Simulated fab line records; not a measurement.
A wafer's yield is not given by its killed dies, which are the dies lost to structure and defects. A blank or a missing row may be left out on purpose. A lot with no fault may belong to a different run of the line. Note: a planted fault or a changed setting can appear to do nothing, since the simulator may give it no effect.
Problem report, 8D (eight disciplines) form, completed by code | flow nandHarc | the parts of the form that need people (team, actions taken, sign-off) are left out

## 1. THE ISSUE
Mean of killedAtArray at NHARC_END_SORT_01: 110 across 3 wafers in 3 lots; on wafers with no fault it is 28 (standard deviation 11). Measured from the usual mean, that is +7.4 standard deviations.
First observed at day 21 00:32: wafer L785.1, on prober-01. At this step, 7 wafers from 3 lots have a number in the record. Rule for "out" (also "out of limits"): further than 4 standard deviations from the usual mean. The rest of the wafers with a number are treated as sound.

## 2. WHAT IT IS AND WHAT IT IS NOT
question                    | is                        | is not
which readings at this step | killedAtArray, killedDies | killedAtOther, killedAtPeriphery, killedOpen, killedShort
which lots                  | L785, L786, L791          | -
which wafers of those lots  | L785.1, L786.2, L791.1    | L785.5, L785.6, L786.3, L791.5
read on which gauges        | prober-01, prober-02      | -
when                        | from day 21 00:32         | up to then (0 sound wafers); but 4 sound wafers of L785, L786, L791 came after

## 3. THE SUSPECTS, EACH WITH WHAT RULES IT OUT
Counting: a tool at a process step up to the reading stays a suspect if it ran every lot that is out. Sound lots after the first of them don't rule it out here, since some wafers of a struck lot are sound.
- the gauge at NHARC_END_SORT_01 has been ruled out. Those wafers that are out were read across 2 gauges (prober-01, prober-02).
- rieDiel-09 at NHARC_A_CONTACT_ETCH_49 (etches the open film in N2/H2, target depth 260 nm, time 475.3 s): kept. It ran every lot that is out, first L785 (day 17 18:00). Its own readings are out on those wafers: runLengthS.
The count leaves rieDiel-09 at NHARC_A_CONTACT_ETCH_49.

## 4. THE CAUSE (what the simulator had put in)
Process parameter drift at NHARC_A_CONTACT_ETCH_49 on rieDiel-09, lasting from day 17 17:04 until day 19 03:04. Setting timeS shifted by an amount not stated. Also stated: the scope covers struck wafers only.
Only this tool survived the counting.

## 5. SEQUENCE OF EFFECTS, ordered by route
Each row: a reading where the mean over the struck wafers with a number is more than 3 standard deviations away from the usual. Only readings for which the record gives a usual standard deviation are gone through. hours: the time from each lot's start at the first step in this table that gives one to its start at this step, as a median over the lots. sigmas: the change in usual standard deviations.
hours | step                    | reading       | usual   | on struck wafers | change | sigmas
0     | NHARC_A_CONTACT_ETCH_49 | runLengthS    | 496.6 s | 382.4            | -114.2 | -99 or more
79    | NHARC_END_SORT_01       | killedAtArray | 28      | 110              | +82    | +7.4
79    | NHARC_END_SORT_01       | killedDies    | 32      | 115              | +83    | +6.9
Its process steps:
- NHARC_A_CONTACT_ETCH_49: etches the open film in N2/H2, target depth 260 nm, time 475.3 s.

## 6. WHAT WOULD HAVE CAUGHT IT SOONER
Counted from the fault's start at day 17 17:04, it took 79 hours until the first out-of-limits reading at a measuring or inspecting step in this record, taken at day 21 00:32.
At NHARC_A_CONTACT_ETCH_49, the tool's own readings (runLengthS) were out on each struck wafer the step has a row for, so an alarm limit on them would have fired on the first such wafer.
Each of the lots that are out, 3 in all, had begun NHARC_A_CONTACT_ETCH_49 on rieDiel-09 no later than day 21 00:32. Tool hold at that time: it would have spared none of them.
